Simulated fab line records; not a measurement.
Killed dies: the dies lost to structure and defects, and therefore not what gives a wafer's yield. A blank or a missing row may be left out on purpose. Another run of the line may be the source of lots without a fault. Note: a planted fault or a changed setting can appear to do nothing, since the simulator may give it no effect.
Matching of chambers / flow n5-finfet / N5_DUMMY_GATE_ETCH_44 on rie-si-01: 4 sister chambers
The step etches poly-Si in HBr/O2, stops on SiO2, target depth 127.5 nm. 4 wafers are shown with their chamber, then 8 later ones without.

## WAFERS PAIRED WITH THEIR CHAMBERS
wafer=L080.5; chamber=3; throttle-valve-pct (%)=18.41
wafer=L085.3; chamber=0; throttle-valve-pct (%)=19.06
wafer=L085.4; chamber=1; throttle-valve-pct (%)=18.58
wafer=L086.1; chamber=2; throttle-valve-pct (%)=18.39

## WAFERS MISSING THEIR CHAMBER
wafer=L086.3; throttle-valve-pct (%)=19.07
wafer=L086.4; throttle-valve-pct (%)=18.60
wafer=L096.1; throttle-valve-pct (%)=19.08
wafer=L096.2; throttle-valve-pct (%)=18.40
wafer=L096.3; throttle-valve-pct (%)=18.60
wafer=L096.4; throttle-valve-pct (%)=18.58
wafer=L096.5; throttle-valve-pct (%)=18.39
wafer=L096.6; throttle-valve-pct (%)=19.07

## THE CHAMBER EACH PASSED THROUGH
wafer=L086.3; from the rows above=0; in truth=0
wafer=L086.4; from the rows above=1; in truth=1
wafer=L096.1; from the rows above=0; in truth=0
wafer=L096.2; from the rows above=can't be placed: 2 or 3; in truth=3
wafer=L096.3; from the rows above=1; in truth=1
wafer=L096.4; from the rows above=1; in truth=1
wafer=L096.5; from the rows above=can't be placed: 2 or 3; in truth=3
wafer=L096.6; from the rows above=0; in truth=0
Placed correctly: 6 of 8. Not placeable from these rows: 2 (in 2, the candidates include the true chamber). Placed wrongly: 0.
How it was worked out, from the rows above alone: a wafer's distance from a chamber is the root of the sum, over the readings, of the square of ((its reading less the chamber's mean) divided by the reading's scatter). The wafer belongs to the nearest chamber; if the next one is less than 2 further off, it can't be placed. A chamber's mean is the mean of its shown wafers. The scatter: root of mean squared gap, hidden wafer to nearest shown wafer, with one shown wafer a chamber.
